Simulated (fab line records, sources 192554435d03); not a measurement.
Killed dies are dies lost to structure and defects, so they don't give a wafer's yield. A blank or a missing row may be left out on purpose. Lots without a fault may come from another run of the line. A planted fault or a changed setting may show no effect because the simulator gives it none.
Which tool did it? | flow n5_finfet | 11 lots, 33 wafers sampled, at 4 steps of a route of 1938

WHAT THE GAUGES READ, wafer by wafer
N5_BEOL_M5_CD_MEAS_28: target cd 30.6 nm, target cd y 20 nm. Usual: cd_nm 30.64 nm, standard deviation 0.24.
lot  | measured     | on        | cd_nm (nm)        | flag
L252 | day 8 19:50  | cd_sem-02 | 30.52 30.63 30.74 |
L253 | day 10 11:49 | cd_sem-01 | 30.90 30.95 30.91 |
L254 | day 11 15:23 | cd_sem-02 | 30.38 30.82 30.82 |
L255 | day 11 17:40 | cd_sem-01 | 31.04 30.89 30.91 |
L261 | day 12 14:41 | cd_sem-02 | 30.39 30.80 30.62 |
L262 | day 13 08:11 | cd_sem-02 | 30.44 30.68 30.32 |
L264 | day 13 19:52 | cd_sem-02 | 30.61 30.42 30.46 |
L263 | day 13 23:08 | cd_sem-02 | 30.59 30.38 30.60 |
L273 | day 16 03:44 | cd_sem-01 | 30.81 30.47 30.78 |
L274 | day 16 08:23 | cd_sem-03 | 30.24 30.37 30.31 |
L275 | day 16 08:37 | cd_sem-02 | 30.53 30.45 30.66 |

WHICH TOOL RAN EACH LOT (tool, then ch and the chambers of the sampled wafers, then the start)
lot  | N5_BEOL_M5_STRIP_64                | N5_BEOL_M5_HM_OPEN_17             | N5_BEOL_M5_COAT_66
L252 | rie_diel-06 ch 1,2, day 8 18:14    | rie_metal-01 ch 0,1, day 8 18:17  | litho_track-05 ch 0, day 8 19:34
L253 | rie_diel-06 ch 0,1,2, day 10 09:06 | rie_metal-02 ch 0,1, day 10 09:08 | litho_track-03 ch 0, day 10 11:25
L254 | rie_diel-06 ch 2,3, day 11 13:38   | rie_metal-02 ch 0,1, day 11 13:40 | litho_track-02 ch 0, day 11 15:00
L255 | rie_diel-02 ch 0,1,3, day 11 16:50 | rie_metal-01 ch 0,1, day 11 16:54 | litho_track-05 ch 0, day 11 17:16
L261 | rie_diel-06 ch 0,2,3, day 12 11:21 | rie_metal-01 ch 0,1, day 12 11:23 | litho_track-02 ch 0, day 12 14:14
L262 | rie_diel-02 ch 1,2,3, day 13 07:40 | rie_metal-01 ch 0,1, day 13 07:42 | litho_track-02 ch 0, day 13 07:55
L264 | rie_diel-06 ch 0,2,3, day 13 17:53 | rie_metal-01 ch 0,1, day 13 17:55 | litho_track-05 ch 0, day 13 19:27
L263 | rie_diel-05 ch 0,1,2, day 13 22:06 | rie_metal-01 ch 0, day 13 22:08   | litho_track-02 ch 0, day 13 22:52
L273 | rie_diel-05 ch 1,2,3, day 16 02:40 | rie_metal-02 ch 0,1, day 16 02:42 | litho_track-03 ch 0, day 16 03:28
L274 | rie_diel-06 ch 1,2,3, day 16 05:08 | rie_metal-03 ch 0,1, day 16 05:20 | litho_track-03 ch 0, day 16 08:07
L275 | rie_diel-06 ch 0,1,2, day 16 05:35 | rie_metal-02 ch 0,1, day 16 05:37 | litho_track-05 ch 0, day 16 08:13
- N5_BEOL_M5_STRIP_64: strips in CF4.
- N5_BEOL_M5_HM_OPEN_17: chemistry Cl2/BCl3, target TiN, target depth 20 nm, overetch 6 nm.
- N5_BEOL_M5_COAT_66: time 60 s, resist thk 12 nm.

WHAT THE TOOLS THEMSELVES READ (means of the sampled wafers that have a number; where no wafer has one, the mark that the record gives instead)
N5_BEOL_M5_STRIP_64. Usual: chamber_pressure_mTorr 50.01 mTorr, standard deviation 0.049; drypump_motor_current_A 5.8 A, standard deviation 0.64; oes_product_au 0.75 a.u., standard deviation 0.068; rf_vpp_V 270.9 V, standard deviation 1.5; showerhead_plenum_p_Torr 1.78 Torr, standard deviation 0.055; throttle_valve_pct 13.60 %, standard deviation 0.21.
lot  | tool        | chamber_pressure_mTorr (mTorr) | drypump_motor_current_A (A) | oes_product_au (a.u.) | rf_vpp_V (V) | showerhead_plenum_p_Torr (Torr) | throttle_valve_pct (%) | flag
L252 | rie_diel-06 | 50.00                          | 5.5                         | 0.76                  | 271.5        | 1.80                            | 13.65                  |
L253 | rie_diel-06 | 50.00                          | 5.6                         | 0.75                  | 270.3        | 1.80                            | 13.59                  |
L254 | rie_diel-06 | 49.97                          | 6.6                         | 0.74                  | 270.0        | 1.78                            | 13.60                  |
L255 | rie_diel-02 | 50.03                          | 5.4                         | 0.79                  | 269.5        | 1.73                            | 13.52                  |
L261 | rie_diel-06 | 49.97                          | 6.1                         | 0.73                  | 270.4        | 1.78                            | 13.55                  |
L262 | rie_diel-02 | 50.02                          | 5.6                         | 0.79                  | 271.2        | 1.75                            | 13.60                  |
L264 | rie_diel-06 | 50.03                          | 6.1                         | 0.73                  | 271.0        | 1.78                            | 13.56                  |
L263 | rie_diel-05 | 50.04                          | 5.7                         | 0.81                  | 272.6        | 1.83                            | 13.39                  |
L273 | rie_diel-05 | 50.02                          | 5.8                         | 0.72                  | 271.6        | 1.81                            | 13.73                  |
L274 | rie_diel-06 | 50.03                          | 6.1                         | 0.71                  | 269.6        | 1.77                            | 13.69                  |
L275 | rie_diel-06 | 50.03                          | 5.5                         | 0.73                  | 271.2        | 1.79                            | 13.68                  |

N5_BEOL_M5_HM_OPEN_17. Usual: chamber_pressure_mTorr 10.000 mTorr, standard deviation 0.0092; drypump_motor_current_A 5.9 A, standard deviation 0.6; mfc_cl2_sccm 53.24 sccm, standard deviation 0.18; oes_product_au 0.74 a.u., standard deviation 0.048; throttle_valve_pct 21.92 %, standard deviation 0.089.
lot  | tool         | chamber_pressure_mTorr (mTorr) | drypump_motor_current_A (A) | mfc_cl2_sccm (sccm) | oes_product_au (a.u.) | throttle_valve_pct (%) | flag
L252 | rie_metal-01 | 10.004                         | 6.0                         | 53.22               | 0.80                  | 21.88                  |
L253 | rie_metal-02 | 9.999                          | 5.0                         | 53.01               | 0.69                  | 22.07                  |
L254 | rie_metal-02 | 9.996                          | 4.9                         | 53.13               | 0.74                  | 22.03                  |
L255 | rie_metal-01 | 10.004                         | 6.0                         | 53.16               | 0.76                  | 21.88                  |
L261 | rie_metal-01 | 9.998                          | 6.0                         | 53.25               | 0.75                  | 21.90                  |
L262 | rie_metal-01 | 9.995                          | 6.0                         | 53.07               | 0.74                  | 21.91                  |
L264 | rie_metal-01 | 10.002                         | 6.0                         | 53.17               | 0.76                  | 21.89                  |
L263 | rie_metal-01 | 10.007                         | 5.9                         | 53.26               | 0.76                  | 21.90                  |
L273 | rie_metal-02 | 9.999                          | 5.0                         | 53.30               | 0.68                  | 22.06                  |
L274 | rie_metal-03 | 10.004                         | 6.7                         | 53.00               | 0.73                  | 21.83                  |
L275 | rie_metal-02 | 10.003                         | 4.9                         | 53.44               | 0.71                  | 22.04                  |

N5_BEOL_M5_COAT_66. Usual: spin_speed_rpm 1500.2 rpm, standard deviation 1.3.
lot  | tool           | spin_speed_rpm (rpm) | flag
L252 | litho_track-05 | 1500.3               |
L253 | litho_track-03 | 1500.7               |
L254 | litho_track-02 | 1500.5               |
L255 | litho_track-05 | 1500.3               |
L261 | litho_track-02 | 1502.4               |
L262 | litho_track-02 | 1500.1               |
L264 | litho_track-05 | 1501.0               |
L263 | litho_track-02 | 1501.7               |
L273 | litho_track-03 | 1721.5               | OFF
L274 | litho_track-03 | 1719.6               | OFF
L275 | litho_track-05 | 1500.7               |

THE ANSWER, worked out from the rows above alone
Rule: a lot is off if the mean of its wafers that have a number lies more than 3 standard deviations from the usual mean. A lot without any number at a reading at which 4 lots or more have one is off too. The other lots that the step has rows for count as sound. The gauges are gone through in route order, then the tools' own readings, and for those a lot's mean is taken as printed above. The first step at which some lot is off is used, and at that step the reading that is off furthest; a lot without a number counts as furthest.
Off: L273, L274, at N5_BEOL_M5_COAT_66 (spin_speed_rpm).
A tool fits if, at that step or a process step before it, it ran every lot that is off, and no sound lot after the first of them. One fits: litho_track-03 at N5_BEOL_M5_COAT_66. Its last sound lot is L253 (day 10 11:25), its first lot that is off L273 (day 16 03:28): a fault that began between those two fits.
The tool's own readings at N5_BEOL_M5_COAT_66 bear it out: on the lots that are off they differ by more than 5 times the standard deviation of the sound lots' means. spin_speed_rpm reads 1720.5 rpm there against 1500.9 rpm on the sound lots.

WHAT THE SIMULATOR HAD PUT IN
Process parameter drift: litho_track-03, from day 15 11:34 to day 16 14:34, at N5_BEOL_M5_COAT_66. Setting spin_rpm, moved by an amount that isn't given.
Lots struck among those shown: L273, L274. The rule above found the same.
